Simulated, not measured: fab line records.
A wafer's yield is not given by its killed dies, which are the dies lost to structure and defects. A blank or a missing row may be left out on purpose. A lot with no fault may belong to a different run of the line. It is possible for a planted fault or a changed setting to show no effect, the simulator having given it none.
Which tool did it? + flow n5_finfet + 12 lots, 36 wafers sampled, at 1 step of a route of 1938

== WHAT THE GAUGES READ, wafer by wafer ==
N5_BEOL_M9_INSPECT_13: inspects for defects (brightfield).
| lot  | measured     | on                | raw_defect_count |
|------|--------------|-------------------|------------------|
| L076 | day 9 15:32  | defect_inspect-02 | 297 290 278      |
| L077 | day 10 03:15 | defect_inspect-02 | 428 505 334      |
| L079 | day 10 20:27 | defect_inspect-01 | 411 429 389      |
| L080 | day 11 06:30 | defect_inspect-01 | 408 679 418      |
| L083 | day 11 22:50 | defect_inspect-02 | 421 372 294      |
| L086 | day 12 12:10 | defect_inspect-01 | 402 375 342      |
| L088 | day 12 18:44 | defect_inspect-02 | 488 396 486      |
| L089 | day 13 05:02 | defect_inspect-02 | 235 354 305      |
| L090 | day 14 11:25 | defect_inspect-01 | 551 439 454      |
| L092 | day 14 18:35 | defect_inspect-01 | 261 321 369      |
| L096 | day 15 06:44 | defect_inspect-01 | 470 488 370      |
| L097 | day 15 18:12 | defect_inspect-01 | 375 330 410      |

== TOOL THAT RAN EACH LOT (tool first, then ch and the chambers of the sampled wafers, then the start) ==
The record holds no process step before these readings.

== THE ANSWER, worked out from the rows above alone ==
Rule: the usual values come from the lots themselves. Put in order of their means at a reading, lots are off if they are a third of the lots or fewer, leave a main group of 4 or more, and stand apart from it by a gap of 3 or more times the standard deviation of the main group's means; of several such gaps the widest counts. A main group is skipped when, at the precision printed for the reading in the tables above, its means are all equal. Also off: a lot with no number at a reading for which 4 or more lots have one. All remaining lots with rows at the step are treated as sound.
Nothing can be told from this: no lot is off at any reading shown.

== WHAT HAD BEEN PUT IN BY THE SIMULATOR ==
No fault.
